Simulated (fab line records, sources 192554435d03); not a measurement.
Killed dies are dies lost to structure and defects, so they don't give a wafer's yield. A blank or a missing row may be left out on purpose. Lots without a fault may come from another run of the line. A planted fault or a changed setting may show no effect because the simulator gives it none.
Chamber matching | flow n5_finfet | N5_BEOL_M11_STRIP_19 on rie_diel-02: 4 sister chambers
The step strips in O2. 4 wafers are shown with their chamber, then 11 later ones without.

WAFERS WITH THEIR CHAMBER
wafer  | chamber | showerhead_plenum_p_Torr (Torr)
L089.1 | 2       | 2.09
L089.4 | 1       | 2.02
L095.5 | 3       | 2.02
L094.1 | 0       | 2.15

WAFERS WITHOUT THEIR CHAMBER
wafer  | showerhead_plenum_p_Torr (Torr)
L094.2 | 2.02
L094.3 | 2.01
L094.4 | 2.08
L094.5 | 2.01
L094.6 | 2.08
L097.1 | 2.01
L097.2 | 2.08
L097.3 | 2.02
L097.4 | 2.08
L097.5 | 2.02
L097.6 | 2.01

WHICH CHAMBER EACH WENT THROUGH
wafer  | from the rows above     | in truth
L094.2 | can't be placed: 1 or 3 | 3
L094.3 | can't be placed: 1 or 3 | 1
L094.4 | 2                       | 2
L094.5 | can't be placed: 1 or 3 | 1
L094.6 | 2                       | 2
L097.1 | can't be placed: 1 or 3 | 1
L097.2 | 2                       | 2
L097.3 | can't be placed: 1 or 3 | 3
L097.4 | 2                       | 2
L097.5 | can't be placed: 1 or 3 | 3
L097.6 | can't be placed: 1 or 3 | 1
Placed correctly: 4 of 11. Can't be placed from these rows: 7 (the true chamber is among the candidates in 7). Placed wrongly: 0.
How it was worked out, from the rows above alone: a wafer's distance from a chamber is the root of the sum, over the readings, of the square of ((its reading less the chamber's mean) divided by the reading's scatter). The wafer belongs to the nearest chamber; if the next one is less than 2 further off, it can't be placed. A chamber's mean is the mean of its shown wafers. The scatter: with one shown wafer a chamber, the root of the mean of the squares of how far each hidden wafer lies from its nearest shown one.
